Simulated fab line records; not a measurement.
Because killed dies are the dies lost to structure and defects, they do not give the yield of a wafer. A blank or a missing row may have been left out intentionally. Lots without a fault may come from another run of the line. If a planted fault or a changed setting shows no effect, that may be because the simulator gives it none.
Matching of chambers | flow n5-finfet | 4 sister chambers for N5_BEOL_M2_ETCH_64 on rie-diel-04
The step etches SOC in N2/H2, target depth 75 nm, overetch 22.5 nm, time 121.9 s. 8 wafers are shown with their chamber, then 8 later ones without.

WAFERS PAIRED WITH THEIR CHAMBERS
wafer  | chamber | showerhead-plenum-p-Torr (Torr) | throttle-valve-pct (%)
L077.1 | 0       | 2.65                            | 17.93
L078.2 | 3       | 2.62                            | 17.81
L079.1 | 3       | 2.62                            | 17.80
L079.3 | 2       | 2.71                            | 17.53
L089.1 | 2       | 2.70                            | 17.58
L089.3 | 1       | 2.54                            | 18.02
L089.5 | 0       | 2.64                            | 17.98
L090.1 | 1       | 2.54                            | 18.02

WAFERS MISSING THEIR CHAMBER
wafer  | showerhead-plenum-p-Torr (Torr) | throttle-valve-pct (%)
L090.2 | 2.61                            | 17.85
L090.4 | 2.64                            | 17.96
L092.3 | 2.64                            | 17.98
L092.4 | 2.64                            | 17.99
L092.5 | 2.60                            | 17.83
L095.1 | 2.60                            | 17.85
L095.5 | 2.64                            | 17.99
L095.6 | 2.60                            | 17.85

WHICH CHAMBER EACH ONE RAN IN
wafer  | from the rows above | in truth
L090.2 | 3                   | 3
L090.4 | 0                   | 0
L092.3 | 0                   | 0
L092.4 | 0                   | 0
L092.5 | 3                   | 3
L095.1 | 3                   | 3
L095.5 | 0                   | 0
L095.6 | 3                   | 3
Placed correctly: 8 of 8. Left unplaced by these rows: 0. 0 placed wrongly.
How it was worked out, from the rows above alone: a wafer's distance from a chamber is the root of the sum, over the readings, of the square of ((its reading less the chamber's mean) divided by the reading's scatter). If the next closest chamber is less than 2 further off than the closest, the wafer can't be placed; otherwise it belongs to the closest. The mean given for a chamber averages the wafers shown for that chamber. How the scatter is found: for the shown wafers, subtract from each reading the mean of its chamber, square and add these, divide the total by (wafers less chambers), then take the root.
